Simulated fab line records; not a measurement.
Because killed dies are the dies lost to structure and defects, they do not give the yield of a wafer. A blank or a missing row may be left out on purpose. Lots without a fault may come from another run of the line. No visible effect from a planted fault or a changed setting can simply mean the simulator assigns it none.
Chamber matching :: flow n5-finfet :: pecvd-02 running N5_BEOL_M4_DEP_57: 3 sister chambers
The step deposits SiCN from 3MS/NH3, target thk 8 nm, time 14 s. 6 wafers are shown with their chamber, then 11 later ones without.

EACH WAFER AND ITS CHAMBER
wafer: L081.2
chamber: 0
throttle-valve-pct (%): 9.9
showerhead-plenum-p-Torr (Torr): 3.655

wafer: L086.1
chamber: 2
throttle-valve-pct (%): 8.6
showerhead-plenum-p-Torr (Torr): 3.657

wafer: L086.5
chamber: 2
throttle-valve-pct (%): 9.0
showerhead-plenum-p-Torr (Torr): 3.660

wafer: L087.4
chamber: 1
throttle-valve-pct (%): 9.1
showerhead-plenum-p-Torr (Torr): 3.665

wafer: L087.5
chamber: 1
throttle-valve-pct (%): 9.5
showerhead-plenum-p-Torr (Torr): 3.662

wafer: L088.1
chamber: 0
throttle-valve-pct (%): 9.8
showerhead-plenum-p-Torr (Torr): 3.653

WAFERS WHOSE CHAMBER IS MISSING
wafer: L088.3
throttle-valve-pct (%): 9.0
showerhead-plenum-p-Torr (Torr): 3.666

wafer: L088.6
throttle-valve-pct (%): 9.4
showerhead-plenum-p-Torr (Torr): 3.668

wafer: L091.2
throttle-valve-pct (%): 9.7
showerhead-plenum-p-Torr (Torr): 3.662

wafer: L091.3
throttle-valve-pct (%): 9.4
showerhead-plenum-p-Torr (Torr): 3.670

wafer: L091.5
throttle-valve-pct (%): 9.1
showerhead-plenum-p-Torr (Torr): 3.664

wafer: L092.2
throttle-valve-pct (%): 9.4
showerhead-plenum-p-Torr (Torr): 3.668

wafer: L092.4
throttle-valve-pct (%): 8.8
showerhead-plenum-p-Torr (Torr): 3.652

wafer: L092.5
throttle-valve-pct (%): 9.3
showerhead-plenum-p-Torr (Torr): 3.667

wafer: L093.1
throttle-valve-pct (%): 9.1
showerhead-plenum-p-Torr (Torr): 3.671

wafer: L093.5
throttle-valve-pct (%): 10.1
showerhead-plenum-p-Torr (Torr): 3.658

wafer: L093.6
throttle-valve-pct (%): 9.6
showerhead-plenum-p-Torr (Torr): 3.668

WHICH CHAMBER EACH WENT THROUGH
wafer: L088.3
from the rows above: 1
in truth: 1

wafer: L088.6
from the rows above: 1
in truth: 1

wafer: L091.2
from the rows above: 1
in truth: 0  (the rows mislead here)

wafer: L091.3
from the rows above: 1
in truth: 1

wafer: L091.5
from the rows above: 1
in truth: 1

wafer: L092.2
from the rows above: 1
in truth: 1

wafer: L092.4
from the rows above: can't be placed: 2 or 0
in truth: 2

wafer: L092.5
from the rows above: 1
in truth: 1

wafer: L093.1
from the rows above: 1
in truth: 1

wafer: L093.5
from the rows above: 0
in truth: 0

wafer: L093.6
from the rows above: 1
in truth: 1
9 of 11 placed correctly. Cannot be placed on the basis of these rows: 1; the candidates contain the true chamber in 1. Number placed wrongly: 1.
How it was worked out, from the rows above alone: a wafer's distance from a chamber is the root of the sum, over the readings, of the square of ((its reading less the chamber's mean) divided by the reading's scatter). The wafer belongs to the nearest chamber; if the next one is less than 2 further off, it can't be placed. The mean given for a chamber averages the wafers shown for that chamber. How the scatter is found: for the shown wafers, subtract from each reading the mean of its chamber, square and add these, divide the total by (wafers less chambers), then take the root.
